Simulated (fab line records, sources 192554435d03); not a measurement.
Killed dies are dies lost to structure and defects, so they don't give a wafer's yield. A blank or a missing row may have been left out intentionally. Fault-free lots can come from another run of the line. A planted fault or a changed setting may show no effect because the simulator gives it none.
Matching of chambers	flow n5Finfet	4 sister chambers for N5_MOL_CONTACT_COAG_ALD_133 on aldSin-04
The step deposits SiO2, target thk 5 nm, pulse time 1 s, co reactant pulse time 1 s. 16 wafers are shown with their chamber, then 8 later ones without.

== WAFERS, EACH WITH ITS CHAMBER ==
wafer	chamber	heaterPowerW (W)	precursorPulseHeightRel
L079.1	0	77	0.991
L079.2	3	80	1.002
L079.3	2	71	0.994
L079.4	3	81	0.992
L079.5	2	71	0.986
L079.6	0	76	1.034
L082.1	2	72	1.046
L082.3	0	76	1.009
L082.6	0	74	1.012
L083.2	3	82	1.006
L083.3	1	73	1.039
L083.6	2	70	0.989
L084.2	2	70	0.994
L084.3	0	73	1.023
L084.6	2	71	1.047
L085.1	0	72	1.031

SIGNATURES (means of the wafers above)
reading	chamber 0	chamber 1	chamber 2	chamber 3	scatter within a chamber
heaterPowerW	74.67	73.00	70.83	81.00	1.42
precursorPulseHeightRel	1.01667	1.03900	1.00933	1.00000	0.0216
Rule: a wafer lies at a distance from a chamber equal to the root of the sum of squares, over the readings, of (its reading less the chamber's mean, divided by the reading's scatter). If the next closest chamber is less than 2 further off than the closest, the wafer can't be placed; otherwise it belongs to the closest. The scatter: take each reading less its chamber's mean, square it, sum over the shown wafers, divide by the number of wafers less the number of chambers, and take the root.

== WAFERS WITHOUT THEIR CHAMBER ==
wafer	heaterPowerW (W)	precursorPulseHeightRel
L085.4	76	1.002
L085.5	70	0.984
L086.4	71	1.025
L086.5	76	1.008
L086.6	71	0.971
L094.1	78	1.025
L094.5	75	1.003
L094.6	79	1.013

== EACH ONE'S CHAMBER ==
wafer	from the rows above	in truth
L085.4	can't be placed: 0 or 1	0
L085.5	can't be placed: 2 or 1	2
L086.4	can't be placed: 2 or 1 or 0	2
L086.5	can't be placed: 0 or 1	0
L086.6	can't be placed: 2 or 0 or 1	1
L094.1	can't be placed: 0 or 3 or 1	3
L094.5	can't be placed: 0 or 1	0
L094.6	can't be placed: 3 or 0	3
Correctly placed: 0 of 8. These rows do not allow placing 8 (true chamber among the candidates in 8). Placed wrongly: 0.
